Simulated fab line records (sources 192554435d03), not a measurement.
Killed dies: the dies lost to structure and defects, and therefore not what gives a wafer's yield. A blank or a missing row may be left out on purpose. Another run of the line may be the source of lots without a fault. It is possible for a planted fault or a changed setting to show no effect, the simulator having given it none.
fab line records	flow n5Finfet
record: lots: 11	wafers: 33	lastDay: 17
route steps=1938 shown BEOL_M13@1709 BEOL_M14@1723 PASSIVATION@1936
lots that met no fault: taken from a fault-free run of the same line
startH: hours from the record's first day to the start of the lot's first wafer shown	waitH: hours since the lot's step before	" unchanged from the row above	L1.1+2: several wafers, shown together as one row	- no value present, or no start provided	* or withheld: withheld	< > ~ a bound
route shown NAME@n: NAME is a module with steps in the file, n the number in the route of the first one	usual: mean/standard deviation of fault-free wafers	same: alike in all rows	chamber/n: place in a boat	sites: the reading at each site	_std_site: how widely they spread, as a standard deviation	_edge_site: mean of outer sites minus mean of inner sites	radiusMm: how far each site lies from the wafer's centre	mask NAME#n: copy n	behind: the most recent tool/chamber to have shaped the wafer	hold: why the lot was held/for how many hours/how that ended	device: transistor that didn't switch, given as n, p or np	end of line: the route-end tests of the same wafers	step lacking rows: just its recipe	killed: the dies lost at the first sort to structure and to defects; this is not the yield of the wafer	map: per-die view of a wafer (x killed, . not killed, _ where there is no die)
set.NAME: setting as actually run; set.NAME@STEP: the setting as run at that earlier step	model.NAME: the simulator's own value behind a step, which no gauge read
one table for each step of the route and one row for each wafer, over a sample of lots
services: the hour from which a tool's chamber was out of use, counted from the record's first day as startH (under 0 if before that day), plus the number of hours and why
== steps ==
step: N5_BEOL_M13_ANNEAL_48
recipe: tempC: 225	timeS: 90	ambient: N2
usual: wafer_temp_C_max: 225.88/0.23
lot.wafer	tool	chamber	startH	waitH	wafer_temp_C_max
L975.2	rtpAnneal-01	0	267.15	0.4	225.80
L975.3	"	0	"	"	225.40
L975.5	"	0	"	"	225.57
L976.2	rtpAnneal-01	0	283.32	0.2	225.82
L976.5	"	0	"	"	226.04
L976.6	"	0	"	"	226.06
L980.1	rtpAnneal-02	0	284.29	0.3	225.83
L980.5	"	0	"	"	225.91
L980.6	"	0	"	"	225.84
L977.1	rtpAnneal-02	0	285.39	0.1	225.88
L977.5	"	0	"	"	225.73
L977.6	"	0	"	"	225.60
L986.4	rtpAnneal-02	0	322.79	0.3	225.77
L986.5	"	0	"	"	225.73
L986.6	"	0	"	"	226.05
L988.1	rtpAnneal-01	0	330.38	0.1	226.10
L988.3	"	0	"	"	225.87
L988.4	"	0	"	"	226.03
L985.1	rtpAnneal-01	0	330.82	0.1	225.92
L985.3	"	0	"	"	225.62
L985.4	"	0	"	"	225.78
L990.2	rtpAnneal-02	0	333.03	0.2	225.90
L990.3	"	0	"	"	226.27
L990.5	"	0	"	"	226.33
L992.3	rtpAnneal-01	0	345.61	0.2	225.81
L992.4	"	0	"	"	225.58
L992.5	"	0	"	"	225.45
L993.1	rtpAnneal-01	0	365.12	0.1	225.80
L993.4	"	0	"	"	225.94
L993.6	"	0	"	"	225.83
L996.3	rtpAnneal-02	0	391.04	0.2	225.96
L996.4	"	0	"	"	225.80
L996.6	"	0	"	"	226.30
step: N5_BEOL_M13_RS_MEAS_54
recipe: thkMeasGauge: four-point-probe	reads: Cu_of_BEOL_M13_ECD_47+Ta_of_BEOL_M13_SPUTTER_44+TaN_of_BEOL_M13_SPUTTER_43
usual: M13_RS: 0.0453/0.00065
lot.wafer	tool	chamber	startH	waitH	M13_RS[ohm/sq]
L975.2	filmMetro-02	-	267.82	0.1	0.0448
L975.3	"	-	"	"	0.0453
L975.5	"	-	"	"	0.0452
L976.2	filmMetro-01	-	284.01	0.1	0.0456
L976.5	"	-	"	"	0.0451
L976.6	"	-	"	"	0.0454
L980.1	filmMetro-02	-	285.01	0.0	0.0463
L980.5	"	-	"	"	0.0471
L980.6	"	-	"	"	0.0457
L977.1	filmMetro-01	-	286.11	0.0	0.0454
L977.5	"	-	"	"	0.0452
L977.6	"	-	"	"	0.0453
L986.4	filmMetro-01	-	323.38	0.0	0.0445
L986.5	"	-	"	"	0.0445
L986.6	"	-	"	"	0.0436
L988.1	filmMetro-01	-	331.15	0.1	0.0456
L988.3	"	-	"	"	0.0456
L988.4	"	-	"	"	0.0456
L985.1	filmMetro-01	-	331.54	0.0	0.0455
L985.3	"	-	"	"	0.0446
L985.4	"	-	"	"	0.0459
L990.2	filmMetro-01	-	333.70	0.1	0.0451
L990.3	"	-	"	"	0.0452
L990.5	"	-	"	"	0.0449
L992.3	filmMetro-01	-	346.24	0.1	0.0456
L992.4	"	-	"	"	0.0456
L992.5	"	-	"	"	0.0460
L993.1	filmMetro-02	-	365.84	0.0	0.0455
L993.4	"	-	"	"	0.0461
L993.6	"	-	"	"	0.0450
L996.3	filmMetro-01	-	391.70	0.1	0.0450
L996.4	"	-	"	"	0.0446
L996.6	"	-	"	"	0.0453
step: N5_BEOL_M14_PEB_08
recipe: pebTempC: 130	pebTimeS: 90
usual: heaterPowerTotalW: 172.5/0.77	plateTempC: 129.99/0.15	resistLineTempC: 23.00/0.11
lot.wafer	tool	chamber	startH	waitH	heaterPowerTotalW	plateTempC	resistLineTempC
L975.2	lithoTrack-04	0	268.27	0.0	172.5	129.92	23.10
L975.3	"	0	"	"	171.9	130.03	23.10
L975.5	"	0	"	"	173.7	130.08	22.99
L976.2	lithoTrack-01	0	284.58	0.0	169.2	127.63	22.95
L976.5	"	0	"	"	168.4	127.45	23.11
L976.6	"	0	"	"	170.1	127.84	22.97
L980.1	lithoTrack-01	0	285.45	0.1	168.4	127.86	23.08
L980.5	"	0	"	"	168.6	127.87	23.13
L980.6	"	0	"	"	170.2	128.00	23.11
L977.1	lithoTrack-04	0	286.56	0.1	172.6	130.27	22.78
L977.5	"	0	"	"	172.8	130.17	22.98
L977.6	"	0	"	"	172.6	130.22	22.83
L986.4	lithoTrack-04	0	323.95	0.0	172.1	129.97	23.11
L986.5	"	0	"	"	172.8	130.16	23.07
L986.6	"	0	"	"	172.8	129.87	22.97
L988.1	lithoTrack-03	0	331.80	0.1	172.2	129.75	23.06
L988.3	"	0	"	"	173.4	129.75	22.95
L988.4	"	0	"	"	172.9	129.64	23.11
L985.1	lithoTrack-04	0	332.07	0.1	173.2	129.94	23.14
L985.3	"	0	"	"	172.4	129.93	23.09
L985.4	"	0	"	"	172.8	130.02	23.12
L990.2	lithoTrack-03	0	334.15	0.0	172.4	130.11	22.98
L990.3	"	0	"	"	173.2	130.07	23.00
L990.5	"	0	"	"	173.2	129.91	22.93
L992.3	lithoTrack-03	0	346.69	0.0	173.0	129.74	23.05
L992.4	"	0	"	"	172.1	129.85	23.01
L992.5	"	0	"	"	172.1	130.02	22.91
L993.1	lithoTrack-03	0	366.28	0.1	172.9	129.74	22.88
L993.4	"	0	"	"	172.2	129.97	22.86
L993.6	"	0	"	"	170.8	129.81	22.79
L996.3	lithoTrack-01	0	392.14	0.0	173.5	130.01	23.15
L996.4	"	0	"	"	172.4	130.22	22.97
L996.6	"	0	"	"	172.5	130.05	23.00
step: N5_BEOL_M14_CD_MEAS_10
recipe: targetCdNm: 250	landingEnergyEv: 500	detector: seInlens	polarity: opening
usual: cdNm: 251.1/1.4
same: landingEnergyEv: 500
lot.wafer	tool	chamber	startH	waitH	cdNm
L975.2	cdSem-02	0	268.38	-	249.0
L975.3	"	0	"	"	248.5
L975.5	"	0	"	"	250.1
L976.2	cdSem-01	0	284.69	-	239.8
L976.5	"	0	"	"	242.4
L976.6	"	0	"	"	240.6
L980.1	cdSem-01	0	285.56	-	239.8
L980.5	"	0	"	"	242.9
L980.6	"	0	"	"	240.2
L977.1	cdSem-03	0	286.67	-	252.3
L977.5	"	0	"	"	248.3
L977.6	"	0	"	"	248.9
L986.4	cdSem-03	0	324.07	-	251.5
L986.5	"	0	"	"	252.5
L986.6	"	0	"	"	251.0
L988.1	cdSem-02	0	331.91	-	250.8
L988.3	"	0	"	"	250.4
L988.4	"	0	"	"	251.9
L985.1	cdSem-01	0	332.18	-	250.3
L985.3	"	0	"	"	251.5
L985.4	"	0	"	"	251.4
L990.2	cdSem-03	0	334.26	-	250.7
L990.3	"	0	"	"	250.5
L990.5	"	0	"	"	249.5
L992.3	cdSem-02	0	346.80	-	250.8
L992.4	"	0	"	"	252.2
L992.5	"	0	"	"	250.6
L993.1	cdSem-03	0	366.40	-	252.4
L993.4	"	0	"	"	250.9
L993.6	"	0	"	"	249.5
L996.3	cdSem-02	0	392.26	-	252.8
L996.4	"	0	"	"	252.4
L996.6	"	0	"	"	251.1
step: N5_BEOL_M14_OVL_MEAS_11
recipe: pointsPerWafer: 44
usual: V13_OVL: -2/4.3
lot.wafer	tool	chamber	startH	waitH	V13_OVL[nm]
L975.2	overlay-02	0	268.41	0.0	-9
L975.3	"	0	"	"	3
L975.5	"	0	"	"	-7
L976.2	overlay-01	0	284.72	0.0	-6
L976.5	"	0	"	"	-5
L976.6	"	0	"	"	-1
L980.1	overlay-02	0	285.60	0.0	3
L980.5	"	0	"	"	8
L980.6	"	0	"	"	3
L977.1	overlay-01	0	286.71	0.0	-7
L977.5	"	0	"	"	-1
L977.6	"	0	"	"	7
L986.4	overlay-01	0	324.10	0.0	7
L986.5	"	0	"	"	3
L986.6	"	0	"	"	5
L988.1	overlay-01	0	331.94	0.0	-1
L988.3	"	0	"	"	0
L988.4	"	0	"	"	-1
L985.1	overlay-01	0	332.21	0.0	-3
L985.3	"	0	"	"	1
L985.4	"	0	"	"	0
L990.2	overlay-01	0	334.29	0.0	-3
L990.3	"	0	"	"	1
L990.5	"	0	"	"	0
L992.3	overlay-02	0	346.83	0.0	-11
L992.4	"	0	"	"	-2
L992.5	"	0	"	"	-7
L993.1	overlay-01	0	366.43	0.0	-9
L993.4	"	0	"	"	-9
L993.6	"	0	"	"	-7
L996.3	overlay-02	0	392.28	0.0	-4
L996.4	"	0	"	"	-6
L996.6	"	0	"	"	-3
step: N5_PASSIVATION_PROBE_49
usual: defectLimitedYield: 91.6/1.2	killed_at_M0_to_M3: 33/9.4	killed_at_M4_up: 13/5.2	killedAtContacts: 13/5.6	killedAtFrontEnd: 37/9.5	killedAtOther: 4/3.1	killedDies: 99/15	killedOpen: 65/11	killedShort: 32/7.5	sort_bin_5_function: 4.9/0.77	sort_bin_6_memory: 3.1/0.65	sortNPass: 1081/15	sortYieldPct: 91.6/1.2
same: grossDies: 1180	killedAtBackSide: 0	sort_bin_4_leakage[%]: 0	sort_bin_8_speed[%]: 0
lot.wafer	tool	chamber	startH	waitH	defectLimitedYield[%]	killed_at_M0_to_M3	killed_at_M4_up	killedAtContacts	killedAtFrontEnd	killedAtOther	killedDies	killedOpen	killedShort	sort_bin_5_function[%]	sort_bin_6_memory[%]	sortNPass	sortYieldPct[%]
L975.2	prober-01	-	292.36	0.1	92.8	32	7	12	34	0	85	58	25	4.0	3.1	1095	92.8
L975.3	prober-01	-	292.41	0.1	91.1	28	12	16	48	1	105	79	25	4.9	3.9	1075	91.1
L975.5	prober-01	-	292.51	0.2	91.9	24	13	19	37	3	96	57	31	4.3	2.7	1084	91.9
L976.2	prober-02	-	317.64	0.1	92.4	26	14	12	35	3	90	64	26	4.2	3.2	1090	92.4
L976.5	prober-02	-	317.79	0.2	94.0	18	5	14	30	4	71	41	30	3.6	2.1	1109	94.0
L976.6	prober-02	-	317.84	0.3	90.8	21	13	22	48	4	108	77	30	5.8	3.2	1072	90.8
L977.1	prober-02	-	322.28	0.0	91.0	34	18	14	39	1	106	68	37	4.7	3.9	1074	91.0
L977.5	prober-02	-	322.48	0.2	93.4	34	12	8	23	1	78	54	23	3.9	2.7	1102	93.4
L977.6	prober-02	-	322.53	0.3	91.9	41	11	17	27	0	96	64	31	4.6	3.2	1084	91.9
L980.1	prober-02	-	323.79	0.0	89.9	37	14	9	52	7	119	71	46	5.9	3.5	1061	89.9
L980.5	prober-02	-	323.99	0.2	93.2	19	6	17	34	4	80	44	35	4.1	2.4	1100	93.2
L980.6	prober-02	-	324.04	0.3	91.1	26	18	14	37	10	105	70	35	5.6	3.0	1075	91.1
L986.4	prober-01	-	350.01	0.2	93.7	18	14	7	31	4	74	48	25	3.9	2.3	1106	93.7
L986.5	prober-01	-	350.06	0.2	92.2	23	8	12	45	4	92	68	21	4.7	2.9	1088	92.2
L986.6	prober-01	-	350.11	0.3	90.8	33	9	15	50	2	109	74	35	5.3	3.6	1071	90.8
L988.1	prober-01	-	360.10	0.0	90.3	51	5	7	50	2	115	74	41	5.8	3.6	1065	90.3
L988.3	prober-01	-	360.20	0.1	91.9	40	4	5	38	8	95	65	30	4.2	3.6	1085	91.9
L988.4	prober-01	-	360.25	0.2	89.2	36	14	17	58	2	127	86	41	6.2	4.3	1053	89.2
L990.2	prober-01	-	367.37	0.1	89.5	33	11	17	63	0	124	76	46	6.0	4.2	1056	89.5
L990.3	prober-01	-	367.42	0.1	91.8	42	15	9	31	0	97	68	29	5.3	2.6	1083	91.8
L990.5	prober-01	-	367.52	0.2	88.6	45	8	11	68	2	134	88	44	7.1	4.0	1046	88.6
L985.1	prober-01	-	368.20	0.0	91.5	23	8	16	47	6	100	68	32	4.7	3.3	1080	91.5
L985.3	prober-01	-	368.30	0.1	92.4	28	4	10	44	4	90	60	30	4.6	2.8	1090	92.4
L985.4	prober-01	-	368.35	0.2	93.0	26	12	5	36	4	83	53	29	4.7	2.2	1097	93.0
L992.3	prober-01	-	376.43	0.1	92.2	32	13	17	29	1	92	63	28	5.1	2.5	1088	92.2
L992.4	prober-01	-	376.48	0.2	88.1	51	15	11	60	3	140	83	56	6.3	5.0	1040	88.1
L992.5	prober-01	-	376.53	0.2	90.5	26	13	15	54	4	112	72	40	6.2	3.1	1068	90.5
L993.1	prober-01	-	389.76	0.0	92.3	34	16	15	26	0	91	58	31	4.6	2.7	1089	92.3
L993.4	prober-01	-	389.91	0.2	92.7	38	12	9	25	2	86	54	32	3.4	3.3	1094	92.7
L993.6	prober-01	-	390.01	0.3	94.2	21	12	12	22	1	68	39	22	3.2	2.1	1112	94.2
L996.3	prober-01	-	414.24	0.1	91.2	31	20	5	40	8	104	67	34	4.9	3.3	1076	91.2
L996.4	prober-01	-	414.29	0.2	89.7	26	16	17	48	15	122	66	53	6.4	3.6	1058	89.7
L996.6	prober-01	-	414.39	0.3	92.3	24	18	8	36	5	91	56	33	4.0	3.4	1089	92.3
killed by level:class
L975.2 MOL_CONTACT_COAG:geometricParticle:open=10 BEOL_M1:geometricParticle:open=10 FIN_SAQP:geometricParticle:short=9 FIN_SAQP:geometricParticle:open=7 BEOL_M3:geometricParticle:open=7 STI_FIN_REVEAL:geometricParticle:open=6 BEOL_M0_SAQP:geometricParticle:open=4 STI_FIN_REVEAL:geometricParticle:short=3
L975.3 STI_FIN_REVEAL:geometricParticle:open=17 MOL_CONTACT_COAG:geometricParticle:open=15 BEOL_M3:geometricParticle:open=8 DUMMY_GATE:geometricParticle:open=7 BEOL_M4:geometricParticle:open=7 BEOL_M0_SAQP:geometricParticle:open=6 FIN_SAQP:geometricParticle:open=5 FIN_SAQP:geometricParticle:short=4
L975.5 MOL_CONTACT_COAG:geometricParticle:open=14 FIN_SAQP:geometricParticle:short=6 BEOL_M3:geometricParticle:open=6 HKMG_FIN:areaEtch=6 DUMMY_GATE:geometricParticle:open=5 GATE_CUT:geometricParticle:open=5 MOL_CONTACT_COAG:geometricParticle:short=5 FIN_SAQP:geometricParticle:open=4
L976.2 MOL_CONTACT_COAG:geometricParticle:open=10 DUMMY_GATE:geometricParticle:open=9 BEOL_M3:geometricParticle:open=7 BEOL_M4:geometricParticle:open=7 BEOL_M0_SAQP:geometricParticle:short=6 FIN_SAQP:geometricParticle:short=4 FIN_SAQP:geometricParticle:open=4 STARTING-WAFER:geometricParticle:short=4
L976.5 FIN_SAQP:geometricParticle:short=10 MOL_CONTACT_COAG:geometricParticle:open=8 MOL_CONTACT_COAG:geometricParticle:short=6 BEOL_M1:geometricParticle:open=6 FIN_SAQP:geometricParticle:open=5 STARTING-WAFER:geometricParticle:open=4 BEOL_M0:geometricParticle:open=3 BEOL_M3:geometricParticle:open=3
L976.6 STI_FIN_REVEAL:geometricParticle:open=17 MOL_CONTACT_COAG:geometricParticle:open=17 FIN_SAQP:geometricParticle:open=8 BEOL_M3:geometricParticle:open=8 FIN_SAQP:geometricParticle:short=6 BEOL_M4:geometricParticle:open=6 MOL_CONTACT_COAG:geometricParticle:short=5 STARTING-WAFER:geometricParticle:open=4
L977.1 BEOL_M4:geometricParticle:open=13 MOL_CONTACT_COAG:geometricParticle:open=8 GATE_CUT:geometricParticle:short=8 BEOL_M2:geometricParticle:open=8 BEOL_M0_SAQP:geometricParticle:short=7 BEOL_M0_SAQP:geometricParticle:open=6 FIN_SAQP:geometricParticle:open=5 STI_FIN_REVEAL:geometricParticle:short=5
L977.5 BEOL_M0_SAQP:geometricParticle:open=8 MOL_CONTACT_COAG:geometricParticle:open=7 BEOL_M3:geometricParticle:open=7 STI_FIN_REVEAL:geometricParticle:open=6 BEOL_M0_SAQP:geometricParticle:short=6 BEOL_M1:geometricParticle:open=5 DUMMY_GATE:geometricParticle:open=4 BEOL_M4:geometricParticle:short=4
L977.6 BEOL_M3:geometricParticle:open=15 MOL_CONTACT_COAG:geometricParticle:open=12 BEOL_M0_SAQP:geometricParticle:open=8 BEOL_M2:geometricParticle:open=8 STI_FIN_REVEAL:geometricParticle:open=6 SPACER0:geometricParticle:short=6 MOL_CONTACT_COAG:geometricParticle:short=4 BEOL_M3:geometricParticle:short=4
L980.1 FIN_SAQP:geometricParticle:short=13 STI_FIN_REVEAL:geometricParticle:open=12 FIN_SAQP:geometricParticle:open=10 BEOL_M0_SAQP:geometricParticle:open=9 MOL_CONTACT_COAG:geometricParticle:open=9 BEOL_M0_SAQP:geometricParticle:short=9 BEOL_M1:geometricParticle:short=6 BEOL_M4:geometricParticle:open=4
L980.5 MOL_CONTACT_COAG:geometricParticle:open=14 FIN_SAQP:geometricParticle:short=8 FIN_SAQP:geometricParticle:open=6 BEOL_M1:geometricParticle:open=5 SPACER0:geometricParticle:open=4 GATE_CUT:geometricParticle:short=3 MOL_CONTACT_COAG:geometricParticle:short=3 BEOL_M3:geometricParticle:open=3
L980.6 MOL_CONTACT_COAG:geometricParticle:open=13 FIN_SAQP:geometricParticle:short=8 FIN_SAQP:geometricParticle:open=8 BEOL_M4:geometricParticle:open=8 BEOL_M2:geometricParticle:open=8 PASS1_CAP:geometricParticle:open=6 BEOL_M1:geometricParticle:short=6 BEOL_M0_SAQP:geometricParticle:open=5
L986.4 MOL_CONTACT_COAG:geometricParticle:open=6 BEOL_M4:geometricParticle:open=6 STI_FIN_REVEAL:geometricParticle:open=5 DUMMY_GATE:geometricParticle:open=5 BEOL_M5:geometricParticle:open=4 STI_FIN_REVEAL:geometricParticle:short=3 ILD0:geometricParticle:short=3 ILD0:geometricParticle:open=3
L986.5 MOL_CONTACT_COAG:geometricParticle:open=12 STI_FIN_REVEAL:geometricParticle:open=11 DUMMY_GATE:geometricParticle:open=9 GATE_CUT:geometricParticle:short=6 BEOL_M3:geometricParticle:open=6 BEOL_M1:geometricParticle:open=6 BEOL_M2:geometricParticle:open=5 GATE_CUT:geometricParticle:open=4
L986.6 BEOL_M1:geometricParticle:open=14 FIN_SAQP:geometricParticle:open=13 MOL_CONTACT_COAG:geometricParticle:open=10 BEOL_M0_SAQP:geometricParticle:short=10 GATE_CUT:geometricParticle:short=9 DUMMY_GATE:geometricParticle:open=7 STI_FIN_REVEAL:geometricParticle:open=5 GATE_CUT:geometricParticle:open=5
L988.1 BEOL_M3:geometricParticle:open=14 FIN_SAQP:geometricParticle:short=10 BEOL_M1:geometricParticle:open=9 DUMMY_GATE:geometricParticle:open=7 MOL_CONTACT_COAG:geometricParticle:open=7 BEOL_M0_SAQP:geometricParticle:short=7 STI_FIN_REVEAL:geometricParticle:open=6 BEOL_M0_SAQP:geometricParticle:open=6
L988.3 FIN_SAQP:geometricParticle:open=15 BEOL_M1:geometricParticle:open=14 BEOL_M1:geometricParticle:short=8 MOL_CONTACT_COAG:geometricParticle:open=5 BEOL_M0_SAQP:geometricParticle:open=5 BEOL_M0:geometricParticle:open=5 GATE_CUT:geometricParticle:short=4 BEOL_M2:geometricParticle:open=4
L988.4 FIN_SAQP:geometricParticle:open=14 MOL_CONTACT_COAG:geometricParticle:open=12 STI_FIN_REVEAL:geometricParticle:open=11 FIN_SAQP:geometricParticle:short=10 BEOL_M0:geometricParticle:open=9 BEOL_M4:geometricParticle:open=9 DUMMY_GATE:geometricParticle:open=6 BEOL_M3:geometricParticle:open=6
L990.2 STI_FIN_REVEAL:geometricParticle:open=21 FIN_SAQP:geometricParticle:short=16 MOL_CONTACT_COAG:geometricParticle:open=12 BEOL_M1:geometricParticle:open=10 BEOL_M0_SAQP:geometricParticle:open=8 GATE_CUT:geometricParticle:short=6 BEOL_M1:geometricParticle:short=6 MOL_CONTACT_COAG:geometricParticle:short=5
L990.3 BEOL_M3:geometricParticle:open=10 BEOL_M0_SAQP:geometricParticle:open=9 STARTING-WAFER:geometricParticle:open=7 MOL_CONTACT_COAG:geometricParticle:open=7 STI_FIN_REVEAL:geometricParticle:open=5 BEOL_M0_SAQP:geometricParticle:short=5 BEOL_M0:geometricParticle:open=5 BEOL_M4:geometricParticle:open=5
L990.5 STI_FIN_REVEAL:geometricParticle:open=13 BEOL_M0_SAQP:geometricParticle:open=13 BEOL_M3:geometricParticle:open=11 FIN_SAQP:geometricParticle:open=10 MOL_CONTACT_COAG:geometricParticle:open=10 FIN_SAQP:geometricParticle:short=9 GATE_CUT:geometricParticle:short=9 BEOL_M0_SAQP:geometricParticle:short=9
L985.1 MOL_CONTACT_COAG:geometricParticle:open=13 STI_FIN_REVEAL:geometricParticle:open=12 BEOL_M1:geometricParticle:open=9 BEOL_M0_SAQP:geometricParticle:short=7 FIN_SAQP:geometricParticle:short=6 FIN_SAQP:geometricParticle:open=6 DUMMY_GATE:geometricParticle:open=6 BEOL_M4:geometricParticle:open=6
L985.3 FIN_SAQP:geometricParticle:short=10 BEOL_M0_SAQP:geometricParticle:open=10 STI_FIN_REVEAL:geometricParticle:open=9 MOL_CONTACT_COAG:geometricParticle:open=8 DUMMY_GATE:geometricParticle:open=6 FIN_SAQP:geometricParticle:open=5 BEOL_M0_SAQP:geometricParticle:short=5 BEOL_M2:geometricParticle:open=5
L985.4 STI_FIN_REVEAL:geometricParticle:open=17 BEOL_M0_SAQP:geometricParticle:short=8 BEOL_M1:geometricParticle:open=6 FIN_SAQP:geometricParticle:short=5 MOL_CONTACT_COAG:geometricParticle:open=5 BEOL_M0_SAQP:geometricParticle:open=4 BEOL_M4:geometricParticle:open=4 STI_FIN_REVEAL:geometricParticle:short=3
L992.3 MOL_CONTACT_COAG:geometricParticle:open=16 BEOL_M3:geometricParticle:open=10 FIN_SAQP:geometricParticle:short=6 STI_FIN_REVEAL:geometricParticle:open=5 BEOL_M0_SAQP:geometricParticle:open=5 STARTING-WAFER:geometricParticle:short=5 BEOL_M0_SAQP:geometricParticle:short=4 BEOL_M4:geometricParticle:open=4
L992.4 FIN_SAQP:geometricParticle:open=18 FIN_SAQP:geometricParticle:short=16 BEOL_M0_SAQP:geometricParticle:short=12 BEOL_M3:geometricParticle:open=9 MOL_CONTACT_COAG:geometricParticle:open=9 BEOL_M0_SAQP:geometricParticle:open=9 GATE_CUT:geometricParticle:short=8 BEOL_M1:geometricParticle:open=8
L992.5 MOL_CONTACT_COAG:geometricParticle:open=15 FIN_SAQP:geometricParticle:short=14 STI_FIN_REVEAL:geometricParticle:open=10 FIN_SAQP:geometricParticle:open=9 BEOL_M0_SAQP:geometricParticle:open=7 BEOL_M0_SAQP:geometricParticle:short=7 BEOL_M3:geometricParticle:open=6 BEOL_M4:geometricParticle:open=5
L993.1 MOL_CONTACT_COAG:geometricParticle:open=12 BEOL_M0_SAQP:geometricParticle:open=10 BEOL_M0_SAQP:geometricParticle:short=8 FIN_SAQP:geometricParticle:open=7 ILD0:geometricParticle:short=4 BEOL_M3:geometricParticle:open=4 BEOL_M5:geometricParticle:open=4 MOL_CONTACT_COAG:geometricParticle:short=3
L993.4 BEOL_M3:geometricParticle:open=13 BEOL_M1:geometricParticle:open=8 MOL_CONTACT_COAG:geometricParticle:open=7 BEOL_M3:geometricParticle:short=7 FIN_SAQP:geometricParticle:short=6 FIN_SAQP:geometricParticle:open=5 STI_FIN_REVEAL:geometricParticle:open=5 BEOL_M0_SAQP:geometricParticle:short=5
L993.6 MOL_CONTACT_COAG:geometricParticle:open=10 BEOL_M0_SAQP:geometricParticle:short=5 BEOL_M3:geometricParticle:open=5 BEOL_M1:coatMicrobubblePrinted=4 GATE_CUT:geometricParticle:short=3 BEOL_M5:geometricParticle:open=3 STARTING-WAFER:geometricParticle:short=3 STARTING-WAFER:geometricParticle:open=3
L996.3 STI_FIN_REVEAL:geometricParticle:open=14 BEOL_M1:geometricParticle:open=11 BEOL_M4:geometricParticle:open=9 FIN_SAQP:geometricParticle:open=6 BEOL_M2:geometricParticle:open=6 FIN_SAQP:geometricParticle:short=5 MOL_CONTACT_COAG:geometricParticle:open=5 BEOL_M0_SAQP:geometricParticle:short=4
L996.4 FIN_SAQP:geometricParticle:short=15 MOL_CONTACT_COAG:geometricParticle:open=11 STI_FIN_REVEAL:geometricParticle:open=8 GATE_CUT:geometricParticle:short=8 BEOL_M2:geometricParticle:open=7 BEOL_M4:geometricParticle:open=7 MOL_CONTACT_COAG:geometricParticle:short=6 BEOL_M1:geometricParticle:open=6
L996.6 FIN_SAQP:geometricParticle:short=9 STI_FIN_REVEAL:geometricParticle:open=8 BEOL_M4:geometricParticle:open=8 FIN_SAQP:geometricParticle:open=6 MOL_CONTACT_COAG:geometricParticle:open=6 BEOL_M0_SAQP:geometricParticle:open=6 BEOL_M2:geometricParticle:open=5 BEOL_M2:geometricParticle:short=4
== services ==
tool	chamber	startH	hours	kind
lithoTrack-01	-	368.01	-	consumableReplace:filter
== key ==
firstSign: step: N5_BEOL_M14_PEB_08	reading: plateTempC	direction: down	sigmas: 15	usual: *	struck: *
effect: step: N5_BEOL_M14_PEB_08	reading: heaterPowerTotalW	direction: down	sigmas: 4.3	usual: *	struck: *
effect: step: N5_BEOL_M14_CD_MEAS_10	reading: cdNm	direction: down	sigmas: 7.5	usual: 251.1	struck: 240.9	through: controlLoop
metAt N5_BEOL_M14_PEB_08
struckLots L976,L980
loopTrim: step: N5_BEOL_M14_EXPOSE_07	setting: dose	lots: L980
notActingAt N5_BEOL_M13_ANNEAL_48,N5_BEOL_M13_RS_MEAS_54,N5_BEOL_M14_OVL_MEAS_11
fault: kind: processParameterDrift	tool: lithoTrack-01	chamber: -	onsetH: 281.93	steps: N5_BEOL_M14_PEB_08	channel: pebTempC	offset: *	shape: step	endH: 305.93	actsIn: *	stated: *
loopTrim: a control loop set the setting to another value than it would have without faults
